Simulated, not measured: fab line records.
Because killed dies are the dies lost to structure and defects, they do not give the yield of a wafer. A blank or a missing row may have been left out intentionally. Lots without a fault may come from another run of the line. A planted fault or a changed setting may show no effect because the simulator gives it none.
Matching of chambers ; flow n5_finfet ; N5_HKMG_FIN_DESCUM_17 on rie_diel-02: 4 sister chambers
The step chemistry O2, time 7.9 s. 4 wafers are shown with their chamber, then 10 later ones without.

WAFERS PAIRED WITH THEIR CHAMBERS
wafer;chamber;oes_product_au (a.u.)
L083.5;3;0.75
L090.6;2;0.90
L094.2;1;0.70
L094.4;0;0.87

WAFERS WHOSE CHAMBER IS MISSING
wafer;oes_product_au (a.u.)
L094.5;0.87
L095.1;0.71
L095.3;0.87
L095.6;0.86
L096.1;0.72
L096.2;0.70
L096.4;0.86
L097.1;0.87
L097.4;0.73
L097.6;0.72

EACH ONE'S CHAMBER
wafer;from the rows above;in truth
L094.5;0;0
L095.1;1;1
L095.3;0;0
L095.6;0;0
L096.1;can't be placed: 1 or 3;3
L096.2;1;1
L096.4;0;0
L097.1;0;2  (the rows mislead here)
L097.4;can't be placed: 3 or 1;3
L097.6;can't be placed: 1 or 3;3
Correct placement for 6 of the 10. Not placeable from these rows: 3 (in 3, the candidates include the true chamber). 1 placed wrongly.
How it was worked out, from the rows above alone: a wafer's distance from a chamber is the root of the sum, over the readings, of the square of ((its reading less the chamber's mean) divided by the reading's scatter). The wafer belongs to the nearest chamber; if the next one is less than 2 further off, it can't be placed. A chamber's mean is the mean of its shown wafers. The scatter: root of mean squared gap, hidden wafer to nearest shown wafer, with one shown wafer a chamber.
